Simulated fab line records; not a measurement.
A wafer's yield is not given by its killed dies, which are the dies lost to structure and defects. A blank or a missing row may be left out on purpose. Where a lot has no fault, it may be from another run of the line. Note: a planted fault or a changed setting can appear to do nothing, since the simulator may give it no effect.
Split-lot experiment :: flow n5Finfet :: 21 wafers read from 7 lots, route of 1938 steps

THE SPLIT ITSELF
At N5_FIN_SAQP_PECVD_06 (deposits a-Si from SiH4/He, target thk 60 nm, time 48.1 s), the setting timeS was moved away from the recipe's 48.1 s on 5 of the 21 wafers read, by -10.2% to +11.5%. All remaining wafers had this setting at the recipe value.

FROM THE SPLIT TO THE READING: what the file shows between them, 10 steps
- N5_FIN_SAQP_THK_MEAS_07
- N5_FIN_SAQP_COAT_50: time 60 s, resist thk 35 nm (also split here: spinRpm)
- N5_FIN_SAQP_COAT_10: resist thk 90 nm
- N5_FIN_SAQP_EBR_12
- N5_FIN_SAQP_DESCUM_21: chemistry O2, time 7.9 s
- N5_FIN_SAQP_ETCH_51: etches SiARC in CF4, target depth 45.5 nm, time 75.8 s
- N5_FIN_SAQP_ETCH_52: etches SOC in N2/H2, target depth 100 nm, overetch 20 nm, time 150 s
- N5_FIN_SAQP_STRIP_53: strips in N2/H2
- N5_FIN_SAQP_HM_OPEN_73: chemistry CHF3/O2, target SiO2, stops on a-Si, target depth 12 nm, time 16.8 s
- N5_FIN_SAQP_STRIP_74: strips in CHF3/O2

THE READING
etch.depthNm (the simulator's own value, which no gauge read), in nm, at N5_FIN_SAQP_MANDREL_ETCH_22 (etches a-Si in HBr/Cl2, stops on SiNx, target depth 60 nm, bt time 10 s, time 30 s). No usual value for it is given in the file. Across the 16 wafers here that went through the recipe, the average is 59.87 nm and the standard deviation 0.67 nm.

wafer: L077.2
tool, chamber at the split: pecvd-03, 2
timeS as run, s: 48.1
against the recipe: recipe
etch.depthNm, nm: 58.55
against lot-mates on the recipe: -

wafer: L077.4
tool, chamber at the split: pecvd-03, 0
timeS as run, s: 48.1
against the recipe: recipe
etch.depthNm, nm: 60.12
against lot-mates on the recipe: -

wafer: L077.6
tool, chamber at the split: pecvd-03, 1
timeS as run, s: 48.1
against the recipe: recipe
etch.depthNm, nm: 59.9
against lot-mates on the recipe: -

wafer: L081.2
tool, chamber at the split: pecvd-03, 2
timeS as run, s: 48.1
against the recipe: recipe
etch.depthNm, nm: 59.11
against lot-mates on the recipe: -

wafer: L081.5
tool, chamber at the split: pecvd-03, 0
timeS as run, s: 48.1
against the recipe: recipe
etch.depthNm, nm: 59.82
against lot-mates on the recipe: -

wafer: L081.6
tool, chamber at the split: pecvd-03, 1
timeS as run, s: 48.1
against the recipe: recipe
etch.depthNm, nm: 59.88
against lot-mates on the recipe: -

wafer: L082.4
tool, chamber at the split: pecvd-03, 0
timeS as run, s: 48.1
against the recipe: recipe
etch.depthNm, nm: 59.98
against lot-mates on the recipe: -

wafer: L082.5
tool, chamber at the split: pecvd-03, 1
timeS as run, s: 53.63
against the recipe: +11.5%
etch.depthNm, nm: 67.33
against lot-mates on the recipe: +7.32

wafer: L082.6
tool, chamber at the split: pecvd-03, 2
timeS as run, s: 48.1
against the recipe: recipe
etch.depthNm, nm: 60.04
against lot-mates on the recipe: -

wafer: L086.1
tool, chamber at the split: pecvd-04, 0
timeS as run, s: 51.99
against the recipe: +8.1%
etch.depthNm, nm: 65.25
against lot-mates on the recipe: +5.41

wafer: L086.3
tool, chamber at the split: pecvd-04, 1
timeS as run, s: 48.1
against the recipe: recipe
etch.depthNm, nm: 59.18
against lot-mates on the recipe: -

wafer: L086.6
tool, chamber at the split: pecvd-04, 1
timeS as run, s: 48.1
against the recipe: recipe
etch.depthNm, nm: 60.49
against lot-mates on the recipe: -

wafer: L087.1
tool, chamber at the split: pecvd-02, 2
timeS as run, s: 48.1
against the recipe: recipe
etch.depthNm, nm: 61.12
against lot-mates on the recipe: -

wafer: L087.4
tool, chamber at the split: pecvd-02, 0
timeS as run, s: 48.1
against the recipe: recipe
etch.depthNm, nm: 59.39
against lot-mates on the recipe: -

wafer: L087.6
tool, chamber at the split: pecvd-02, 2
timeS as run, s: 43.2
against the recipe: -10.2%
etch.depthNm, nm: 54.79
against lot-mates on the recipe: -5.46

wafer: L090.2
tool, chamber at the split: pecvd-02, 1
timeS as run, s: 45.61
against the recipe: -5.2%
etch.depthNm, nm: 56.67
against lot-mates on the recipe: -2.97

wafer: L090.3
tool, chamber at the split: pecvd-02, 2
timeS as run, s: 48.1
against the recipe: recipe
etch.depthNm, nm: 59.64
against lot-mates on the recipe: -

wafer: L090.6
tool, chamber at the split: pecvd-02, 2
timeS as run, s: 45.61
against the recipe: -5.2%
etch.depthNm, nm: 57.36
against lot-mates on the recipe: -2.28

wafer: L095.1
tool, chamber at the split: pecvd-03, 2
timeS as run, s: 48.1
against the recipe: recipe
etch.depthNm, nm: 60.8
against lot-mates on the recipe: -

wafer: L095.3
tool, chamber at the split: pecvd-03, 1
timeS as run, s: 48.1
against the recipe: recipe
etch.depthNm, nm: 59.18
against lot-mates on the recipe: -

wafer: L095.4
tool, chamber at the split: pecvd-03, 2
timeS as run, s: 48.1
against the recipe: recipe
etch.depthNm, nm: 60.75
against lot-mates on the recipe: -

THE FIT
A straight line over all 21 wafers: etch.depthNm changes by +0.594 nm for each +1% of timeS; r = +0.97; the points scatter about the line by 0.69 nm.
The same after taking each lot's own level away (the mean of its wafers on the recipe; 21 wafers): +0.594 nm for each +1%; r = +0.97; scatter 0.61 nm.
According to that fit, moving timeS by its largest amount changes the reading by 6.8 nm.
The span of the lots' own levels, 59.523 to 60.255 nm, comes to 1.1 times the standard deviation stated above.
The two slopes are in agreement: the lot-to-lot level therefore moves the slope only a little.
Check: with one of the wafers moved furthest among these (+11.5%) left out of the fit, the line predicts +6.69 nm for it against its lot-mates. It came out at +7.32 nm against them.

OTHER SPLITS ON THESE WAFERS
Note: prior to the reading, these wafers also went through further splits. Each is held against what the fit with the lots' levels taken away leaves over:
other split on the same wafers: N5_WELL_APT_COAT_02 spinRpm
wafers away from the commonest value: 5
r with etch.depthNm (lot level and that fit taken away): -0.13

other split on the same wafers: N5_WELL_APT_PEB_06 pebTimeS
wafers away from the commonest value: 7
r with etch.depthNm (lot level and that fit taken away): -0.13

other split on the same wafers: N5_WELL_APT_DEVELOP_07 developTimeS
wafers away from the commonest value: 8
r with etch.depthNm (lot level and that fit taken away): -0.09

other split on the same wafers: N5_FIN_SAQP_COAT_50 spinRpm
wafers away from the commonest value: 4
r with etch.depthNm (lot level and that fit taken away): +0.55

THE WHOLE CHAIN: every reading that the file lists as answering this split, in the file's order
step: N5_FIN_SAQP_PECVD_06
what it does: deposits a-Si from SiH4/He, target thk 60 nm, time 48.1 s
reading: a-Si_of_FIN_SAQP_PECVD_06.thkNm (the simulator's own value, which no gauge read)
change (the file's fit): +0.598 nm for each +1% of the setting
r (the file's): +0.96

step: N5_FIN_SAQP_THK_MEAS_07
what it does: 
reading: thkNm
change (the file's fit): withheld for each +1% of the setting
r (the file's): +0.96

step: N5_FIN_SAQP_MANDREL_ETCH_22
what it does: etches a-Si in HBr/Cl2, stops on SiNx, target depth 60 nm, bt time 10 s, time 30 s
reading: etch.depthNm (the simulator's own value, which no gauge read)
change (the file's fit): +0.601 nm for each +1% of the setting
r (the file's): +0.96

FILE'S OWN FIT
etch.depthNm changes by +0.601 nm for each +1% of timeS, r = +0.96.
